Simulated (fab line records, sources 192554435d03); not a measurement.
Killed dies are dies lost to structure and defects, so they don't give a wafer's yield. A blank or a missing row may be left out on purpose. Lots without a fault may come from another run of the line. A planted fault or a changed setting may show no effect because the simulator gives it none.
A struck lot beside a sound one | flow n5_finfet | 37 steps out of a route of 1938
Sound: wafers L906.3, L906.5, L906.6. Struck: wafers L915.1, L915.2, L915.5. The cause comes at the end.
At each step with rows: each side's tool, then ch and its chambers, then its first start. Under that, the readings that differ: sound wafers | struck wafers | difference of the means | sigmas: that difference in standard deviations of wafers without a fault.
alike: readings whose means differ by less than 2 such deviations, and words and numbers that are the same on both sides. not compared: withheld readings, readings that some wafer has no value for, bounds like >300 that may hide the same value, and numbers for which the record gives no deviation and whose values overlap.
The two part at a step that has a row with sigmas, a row that says differs or no value, or rows on one side only. Numbers that don't overlap but have no deviation are shown without sigmas and don't part them. A reading that every wafer of one side lacks parts them only if that side has two wafers or more.

first, 10 steps without rows for these wafers: N5_HKMG_FIN_CMP_94 (polishes, stops on SiNx, t overpolish 4.7 s, target thk 43.299 nm); N5_GATE_CUT_ETCHBACK_00 (etches W in SF6/Cl2); N5_GATE_CUT_ETCH_56 (etches TiN in Cl2/Ar, target depth 21.6 nm); N5_GATE_CUT_ETCHBACK_30 (etches TiN in Cl2/Ar, target depth 3 nm); N5_GATE_CUT_VAPOR_ETCH_60 (etches HfO2 in BCl3/Cl2); N5_GATE_CUT_ETCH_58 (etches SiNx in CH3F/O2, target depth 17 nm, time 128.6 s); N5_GATE_CUT_STRIP_59 (strips in N2/H2, time 20 s); N5_GATE_CUT_PRECLEAN_31 (cleans in DIW, time 300 s); N5_GATE_CUT_SRD_32 (time 30 s); N5_GATE_CUT_SAC_CAP_01 (material SiNx, target thk 24 nm, pulse time 1 s, ald cycles 480).
N5_GATE_CUT_PECVD_57: deposits SiNx from SiH4/NH3/N2, target thk 21 nm.
  sound on pecvd-04 ch 0,1,2, day 6 05:35; struck on pecvd-01 ch 1,2, day 8 12:42
  alike: heater_power_w, showerhead_plenum_p_Torr, throttle_valve_pct
then, 25 steps without rows for these wafers: N5_GATE_CUT_CMP_02 (polishes, stops on SiO2, t overpolish 12.7 s, target thk 0 nm); N5_GATE_CUT_HM_DEP_46 (deposits SiO2 from TEOS/O2, target thk 130 nm, time 26.6 s); N5_GATE_CUT_COAT_34 (time 60 s, resist thk 60 nm); N5_GATE_CUT_COAT_35 (time 60 s, resist thk 10 nm); N5_GATE_CUT_COAT_27 (time 60 s, resist thk 10 nm); N5_GATE_CUT_COAT_07 (resist thk 30 nm); N5_GATE_CUT_EBR_09; N5_GATE_CUT_SOFTBAKE_08 (time 60 s); N5_GATE_CUT_EXPOSE_10 (exposes mask GATE CUT, target cd 20 nm); N5_GATE_CUT_PEB_11 (peb time 60 s); N5_GATE_CUT_DEVELOP_12 (develop time 30 s); N5_GATE_CUT_DESCUM_18 (chemistry O2, time 7 s); N5_GATE_CUT_ETCH_28 (etches underlayer in N2/H2, target depth 13 nm, time 10.4 s); N5_GATE_CUT_ETCH_36 (etches SiARC in CF4, target depth 13 nm, time 21.7 s); N5_GATE_CUT_ETCH_37 (etches SOC in N2/H2, target depth 60 nm, overetch 12 nm, time 90 s); N5_GATE_CUT_STRIP_38 (strips in N2/H2); N5_GATE_CUT_STRIP_39 (strips in N2/H2); N5_GATE_CUT_HM_OPEN_40 (chemistry C4F6/O2, target SiO2, target depth 139 nm, time 85.1 s); N5_GATE_CUT_STRIP_41 (strips in CF4); N5_GATE_CUT_STRIP_42 (strips in O2); N5_GATE_CUT_ETCH_19 (etches SiNx in CH3F/O2, target depth 53.7 nm, time 76.7 s); N5_GATE_CUT_CUT_ETCH_53 (etches W in SF6/Cl2, target depth 79.2 nm); N5_GATE_CUT_CUT_ETCH_54 (etches TiN in Cl2/BCl3, target depth 96.7 nm); N5_GATE_CUT_CUT_ETCH_55 (etches HfO2 in BCl3, target depth 3.2 nm); N5_GATE_CUT_ETCH_47 (etches SiO2 in Cl2/BCl3, target depth 10 nm).
-- the record jumps here: 9 days lie between the struck wafers' starts before and after (it left off in module GATE_CUT and takes up again in module PASSIVATION, whose first step shown is number 1936 of the route) --
N5_PASSIVATION_PROBE_49:
  the record has rows for the struck wafers here (prober-01, day 17 08:07) and none for the sound ones

WHERE THEY PART
Only at N5_PASSIVATION_PROBE_49, within this record.

WHY: what the simulator had put in
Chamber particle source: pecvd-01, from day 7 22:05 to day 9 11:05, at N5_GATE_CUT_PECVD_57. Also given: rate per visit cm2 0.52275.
